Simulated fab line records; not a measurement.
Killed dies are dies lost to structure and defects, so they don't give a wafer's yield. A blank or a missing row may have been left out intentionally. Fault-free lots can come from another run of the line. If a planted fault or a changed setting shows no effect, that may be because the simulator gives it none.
Matching of chambers | flow nandHarc | 4 sister chambers for NHARC_A_CHANNEL_FILL_D2_ETCHBACK_20 on rieDiel-06
The step etches the open film in C4F8/O2/Ar, target depth 27 nm, time 13.5 s. 8 wafers are shown with their chamber, then 8 later ones without.

## WAFERS, EACH WITH ITS CHAMBER
wafer  | chamber | rfVppV (V) | biasW (W)
L077.1 | 1       | 979        | 1495
L077.3 | 0       | 985        | 1510
L080.5 | 0       | 984        | 1499
L083.1 | 1       | 979        | 1496
L088.2 | 3       | 973        | 1494
L088.3 | 2       | 978        | 1499
L088.5 | 3       | 973        | 1503
L090.2 | 2       | 977        | 1500

## WAFERS WHOSE CHAMBER IS MISSING
wafer  | rfVppV (V) | biasW (W)
L090.3 | 985        | 1502
L090.5 | 979        | 1498
L093.1 | 974        | 1493
L093.2 | 976        | 1494
L093.3 | 986        | 1498
L096.1 | 979        | 1499
L096.3 | 974        | 1502
L096.6 | 978        | 1492

## THE CHAMBER EACH PASSED THROUGH
wafer  | from the rows above     | in truth
L090.3 | 0                       | 0
L090.5 | 1                       | 1
L093.1 | 3                       | 3
L093.2 | 2                       | 2
L093.3 | 0                       | 0
L096.1 | 1                       | 1
L096.3 | 3                       | 3
L096.6 | can't be placed: 2 or 1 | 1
7 of 8 placed correctly. These rows do not allow placing 1 (true chamber among the candidates in 1). Wrongly placed: 0.
How it was worked out, from the rows above alone: a wafer's distance from a chamber is the root of the sum, over the readings, of the square of ((its reading less the chamber's mean) divided by the reading's scatter). If the next closest chamber is less than 2 further off than the closest, the wafer can't be placed; otherwise it belongs to the closest. Each chamber's mean is taken over the wafers shown for it. How the scatter is found: for the shown wafers, subtract from each reading the mean of its chamber, square and add these, divide the total by (wafers less chambers), then take the root.
